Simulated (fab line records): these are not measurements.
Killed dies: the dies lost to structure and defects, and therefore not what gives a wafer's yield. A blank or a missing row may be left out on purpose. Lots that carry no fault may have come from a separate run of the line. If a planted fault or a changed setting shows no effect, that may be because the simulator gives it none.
What tool caused it?    flow nand harc    11 lots with 33 wafers sampled at 5 steps, on a route of 1302 steps

WHAT EACH GAUGE READ, for each wafer
NHARC_A_BONDPAD_CD_MEAS_13.
lot   measured      on         cd nm (nm)
L911  day 22 23:58  cd sem-03  497.7 499.1 499.4
L914  day 24 09:49  cd sem-01  499.3 497.7 496.7
L915  day 24 10:01  cd sem-03  498.8 501.3 501.1
L912  day 24 14:14  cd sem-03  501.7 501.0 499.6
L916  day 25 06:52  cd sem-01  498.5 502.2 499.0
L918  day 26 13:09  cd sem-01  503.0 500.7 500.7
L917  day 26 16:51  cd sem-02  501.2 499.8 501.3
L926  day 30 13:05  cd sem-03  500.7 501.4 502.7
L929  day 31 07:32  cd sem-01  497.7 494.5 494.2
L932  day 32 01:55  cd sem-01  502.0 503.9 500.4
L933  day 32 20:52  cd sem-03  498.7 499.3 499.5

NHARC_END_SORT_01.
lot   measured      on         defect limited yield (%)  killed at array  killed at other  killed at periphery  killed dies  killed open  killed short  sort_bin_2_pct (%)  sort_bin_3_pct (%)  sort_bin_4_pct (%)  sort n pass  sort rim yield pct (%)  sort yield pct (%)
L911  day 24 05:56  prober-01  93.4 90.3 90.0            39 58 61         0 0 1            6 8 6                45 66 68     4 6 4        4 1 8         1.9 2.8 3.4         0.3 1.2 0.3         4.4 5.8 6.4         632 611 609  89 96 93                93.4 90.3 90.0
L915  day 25 18:25  prober-01  83.8 84.3 86.0            105 101 87       0 0 1            5 5 7                110 106 95   7 2 3        8 6 1         7.2 6.4 4.9         1.2 1.0 1.6         7.8 8.3 7.5         567 571 582  82 85 91                83.8 84.3 86.0
L917  day 27 23:26  prober-02  94.5 93.2 94.2            26 40 31         4 2 4            7 4 4                37 46 39     1 5 2        5 4 1         1.6 1.5 1.0         1.2 0.4 0.4         2.7 4.9 4.3         640 631 638  92 91 91                94.5 93.2 94.2

WHAT TOOL EACH LOT RAN ON (gives the tool, then ch and the chambers of the sampled wafers, and finally the start)
lot   NHARC_A_BONDPAD_CMP_29         NHARC_A_BONDPAD_ETCH_34             NHARC_A_BONDPAD_ETCH_24
L911  cmp-04 ch 0,1,3, day 22 22:38  rie diel-11 ch 1,3, day 22 23:44    rie diel-11 ch 1,3, day 23 00:11
L914  cmp-01 ch 2,3, day 24 08:29    rie diel-10 ch 1,2, day 24 09:35    rie diel-10 ch 0,1, day 24 10:02
L915  cmp-03 ch 1,3, day 24 08:36    rie diel-04 ch 1,3, day 24 09:45    rie diel-11 ch 1,2,3, day 24 10:14
L912  cmp-01 ch 0,1,2, day 24 12:54  rie diel-11 ch 1,2,3, day 24 14:01  rie diel-11 ch 0,1,2, day 24 14:29
L916  cmp-01 ch 0,2, day 25 05:41    rie diel-11 ch 0,2, day 25 06:38    rie diel-10 ch 0,1, day 25 07:06
L918  cmp-04 ch 0,1,3, day 26 11:48  rie diel-11 ch 1,2,3, day 26 12:55  rie diel-11 ch 1,2,3, day 26 13:23
L917  cmp-01 ch 1,2,3, day 26 15:31  rie diel-11 ch 0,2,3, day 26 16:38  rie diel-10 ch 0,2,3, day 26 17:05
L926  cmp-03 ch 1,3, day 30 11:53    rie diel-11 ch 2,3, day 30 12:52    rie diel-10 ch 0,1,3, day 30 13:19
L929  cmp-03 ch 0,3, day 31 06:17    rie diel-11 ch 0,1,3, day 31 07:18  rie diel-10 ch 0,1,3, day 31 07:46
L932  cmp-03 ch 0,1,3, day 32 00:35  rie diel-11 ch 1,2,3, day 32 01:41  rie diel-11 ch 0,1,2, day 32 02:09
L933  cmp-04 ch 0,1,3, day 32 19:41  rie diel-11 ch 0,3, day 32 20:37    rie diel-11 ch 0,1,3, day 32 21:09
- NHARC_A_BONDPAD_CMP_29: polishes SiCN, target thk 200 nm.
- NHARC_A_BONDPAD_ETCH_34: etches the open film in N2/H2, target depth 60 nm, overetch 18 nm, time 65.91 s.
- NHARC_A_BONDPAD_ETCH_24: etches the open film in CF4/N2, target depth 30 nm, time 72.99 s.

WHAT THE TOOLS THEMSELVES READ (means of the sampled wafers that have a number; where no wafer has one, the mark that the record gives instead)
NHARC_A_BONDPAD_CMP_29.
lot   tool    motor current A (A)
L911  cmp-04  11.6
L914  cmp-01  13.6
L915  cmp-03  11.1
L912  cmp-01  12.9
L916  cmp-01  12.5
L918  cmp-04  11.1
L917  cmp-01  13.5
L926  cmp-03  11.2
L929  cmp-03  11.9
L932  cmp-03  11.4
L933  cmp-04  10.9

NHARC_A_BONDPAD_ETCH_34.
lot   tool         drypump motor current A (A)  n2 flow sccm (sccm)  oes product au (a.u.)  rf vpp V (V)  run length s (s)  showerhead plenum p Torr (Torr)  throttle valve pct (%)
L911  rie diel-11  5.4                          150.2                0.997                  433           87.1              2.18                             14.165
L914  rie diel-10  5.9                          149.3                0.999                  430           87.5              2.01                             14.178
L915  rie diel-04  5.9                          150.4                0.999                  430           87.0              2.00                             14.171
L912  rie diel-11  5.5                          150.3                1.001                  431           87.1              2.10                             14.164
L916  rie diel-11  5.8                          150.0                0.993                  428           87.3              1.93                             14.177
L918  rie diel-11  5.5                          150.2                0.995                  432           87.3              2.09                             14.179
L917  rie diel-11  5.6                          150.0                0.998                  429           87.4              2.02                             14.173
L926  rie diel-11  5.5                          149.9                1.004                  430           87.0              2.02                             14.176
L929  rie diel-11  5.5                          150.8                1.008                  432           87.0              2.09                             14.171
L932  rie diel-11  5.4                          150.0                1.002                  433           87.1              2.09                             14.176
L933  rie diel-11  5.7                          150.1                1.000                  430           87.1              2.02                             14.169

NHARC_A_BONDPAD_ETCH_24.
lot   tool         drypump motor current A (A)  n2 flow sccm (sccm)  oes product au (a.u.)  rf vpp V (V)  run length s (s)  showerhead plenum p Torr (Torr)  throttle valve pct (%)
L911  rie diel-11  5.4                          99.7                 0.992                  317.2         94.3              2.79                             19.792
L914  rie diel-10  5.9                          99.9                 1.007                  314.2         94.1              2.64                             19.791
L915  rie diel-11  5.4                          99.9                 0.994                  314.4         94.3              2.69                             19.783
L912  rie diel-11  5.6                          99.9                 0.999                  313.5         94.7              2.58                             19.796
L916  rie diel-10  6.0                          100.0                0.999                  312.2         94.0              2.53                             19.789
L918  rie diel-11  5.5                          100.1                0.997                  315.4         94.3              2.69                             19.789
L917  rie diel-10  6.0                          100.1                0.996                  315.4         94.4              2.67                             19.788
L926  rie diel-10  6.1                          99.6                 0.998                  316.7         77.8              2.73                             19.794
L929  rie diel-10  6.1                          100.2                0.997                  317.0         77.8              2.73                             19.791
L932  rie diel-11  5.7                          100.0                1.006                  313.2         94.5              2.58                             19.791
L933  rie diel-11  5.5                          100.0                1.000                  315.5         94.4              2.69                             19.793

THE ANSWER, worked out from the rows above alone
Rule: the lots themselves supply what counts as usual. Put in order of their means at a reading, lots are off if they are a third of the lots or fewer, leave a main group of 4 or more, and stand apart from it by a gap of 3 or more times the standard deviation of the main group's means; of several such gaps the widest counts. If all means in a main group match to the digits the tables above print for the reading, that group is not used. Also off: a lot with no number at a reading for which 4 or more lots have one. Any other lot the step has rows for is counted as sound. The gauges are gone through in route order, then the tools' own readings, and for those a lot's mean is taken as printed above. At the first step where some lot is off, the reading lying furthest off is the one used; lots without a number count as furthest.
Off at NHARC_A_BONDPAD_ETCH_24 (run length s): L926, L929. For the main group the mean is 94.3 s and the standard deviation 0.19.
A tool fits if, at that step or a process step before it, it ran every lot that is off, and no sound lot after the first of them. One fits: rie diel-10 at NHARC_A_BONDPAD_ETCH_24. A fault onset in the window from L917 (day 26 17:05, its last sound lot) to L926 (day 30 13:19, its first lot off) fits.
The tool's own readings at NHARC_A_BONDPAD_ETCH_24 bear it out: on the lots that are off they differ by more than 5 times the standard deviation of the sound lots' means. run length s reads 77.8 s there against 94.3 s on the sound lots.

WHAT THE SIMULATOR HAD INSERTED
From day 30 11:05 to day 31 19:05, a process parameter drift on rie diel-10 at NHARC_A_BONDPAD_ETCH_24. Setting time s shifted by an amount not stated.
Struck lots among those shown: L926, L929. The rule above reached the same finding.
